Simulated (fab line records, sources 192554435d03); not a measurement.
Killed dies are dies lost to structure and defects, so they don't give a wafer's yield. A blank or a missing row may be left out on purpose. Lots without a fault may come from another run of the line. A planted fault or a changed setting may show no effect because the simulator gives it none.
Chamber matching | flow n5_finfet | N5_BEOL_M5_CURE_79 on uv_cure-01: 3 sister chambers
The step cures SiCOH lowk, time 240 s. 3 wafers are shown with their chamber, then 7 later ones without.

WAFERS WITH THEIR CHAMBER
wafer  | chamber | wafer_temp_C_max
L075.4 | 0       | 387.9
L088.6 | 2       | 386.2
L090.4 | 1       | 388.0

WAFERS WITHOUT THEIR CHAMBER
wafer  | wafer_temp_C_max
L090.6 | 388.9
L094.1 | 387.1
L094.4 | 387.2
L094.6 | 387.1
L095.1 | 388.7
L095.3 | 389.3
L095.4 | 388.3

WHICH CHAMBER EACH WENT THROUGH
wafer  | from the rows above          | in truth
L090.6 | can't be placed: 1 or 0      | 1
L094.1 | can't be placed: 0 or 1 or 2 | 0
L094.4 | can't be placed: 0 or 1 or 2 | 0
L094.6 | can't be placed: 0 or 1 or 2 | 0
L095.1 | can't be placed: 1 or 0      | 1
L095.3 | can't be placed: 1 or 0      | 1
L095.4 | can't be placed: 1 or 0      | 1
Placed correctly: 0 of 7. Can't be placed from these rows: 7 (the true chamber is among the candidates in 7). Placed wrongly: 0.
How it was worked out, from the rows above alone: a wafer's distance from a chamber is the root of the sum, over the readings, of the square of ((its reading less the chamber's mean) divided by the reading's scatter). The wafer belongs to the nearest chamber; if the next one is less than 2 further off, it can't be placed. A chamber's mean is the mean of its shown wafers. The scatter: with one shown wafer a chamber, the root of the mean of the squares of how far each hidden wafer lies from its nearest shown one.
